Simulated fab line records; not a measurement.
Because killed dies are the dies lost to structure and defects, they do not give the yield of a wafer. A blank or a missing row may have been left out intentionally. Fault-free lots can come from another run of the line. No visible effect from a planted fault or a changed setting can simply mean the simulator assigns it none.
Chamber matching | flow n5 finfet | N5_BEOL_M13_ILD_DEP_00 on pecvd-04 has 3 sister chambers
The step deposits SiOC from DEMS/O2, target thk 837.92 nm, time 166.4 s. 16 wafers are shown with their chamber, then 8 later ones without.

== WAFERS PAIRED WITH THEIR CHAMBERS ==
wafer  | chamber | throttle valve pct (%) | showerhead plenum p Torr (Torr) | showerhead vpp V (V)
L074.4 | 2       | 12.2                   | 5.716                           | 1402
L074.5 | 0       | 12.2                   | 5.717                           | 1348
L074.6 | 1       | 13.4                   | 5.668                           | 1391
L077.1 | 0       | 12.4                   | 5.710                           | 1355
L077.3 | 1       | 13.0                   | 5.667                           | 1405
L077.5 | 1       | 13.3                   | 5.653                           | 1430
L080.1 | 2       | 12.1                   | 5.698                           | 1383
L080.3 | 0       | 12.3                   | 5.720                           | 1363
L080.6 | 0       | 12.3                   | 5.740                           | 1355
L084.1 | 1       | 13.5                   | 5.673                           | 1402
L084.3 | 0       | 12.5                   | 5.727                           | 1367
L084.6 | 2       | 12.1                   | 5.715                           | 1394
L085.1 | 1       | 13.2                   | 5.675                           | 1421
L085.2 | 0       | 12.3                   | 5.722                           | 1368
L085.6 | 1       | 13.1                   | 5.671                           | 1421
L086.3 | 0       | 12.5                   | 5.729                           | 1392

SIGNATURES, as means of the wafers listed above
reading                  | chamber 0 | chamber 1 | chamber 2 | scatter within a chamber
throttle valve pct       | 12.357    | 13.250    | 12.133    | 0.141
showerhead plenum p Torr | 5.72357   | 5.66783   | 5.70967   | 0.00906
showerhead vpp V         | 1364.00   | 1411.67   | 1393.00   | 13.8
Rule: for each reading, subtract the chamber's mean from the wafer's reading, divide by that reading's scatter and square the result; add these up over the readings and take the root, which gives the wafer's distance from the chamber. The wafer belongs to the nearest chamber; if the next one is less than 2 further off, it can't be placed. The scatter: the root of (the sum of the squares of (reading less its chamber's mean) over the shown wafers, divided by (wafers less chambers)).

== WAFERS WITHOUT THEIR CHAMBER ==
wafer  | throttle valve pct (%) | showerhead plenum p Torr (Torr) | showerhead vpp V (V)
L086.4 | 12.1                   | 5.700                           | 1404
L086.5 | 13.1                   | 5.659                           | 1406
L094.1 | 13.2                   | 5.658                           | 1407
L094.5 | 12.5                   | 5.729                           | 1361
L094.6 | 13.4                   | 5.664                           | 1409
L096.1 | 12.4                   | 5.710                           | 1353
L096.3 | 12.2                   | 5.713                           | 1421
L096.5 | 12.3                   | 5.696                           | 1391

== CHAMBER TAKEN BY EACH ==
wafer  | from the rows above     | in truth
L086.4 | 2                       | 2
L086.5 | 1                       | 1
L094.1 | 1                       | 1
L094.5 | 0                       | 0
L094.6 | 1                       | 1
L096.1 | can't be placed: 0 or 2 | 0
L096.3 | 2                       | 2
L096.5 | can't be placed: 2 or 0 | 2
6 of 8 placed correctly. Not placeable from these rows: 2 (in 2, the candidates include the true chamber). Wrongly placed: 0.
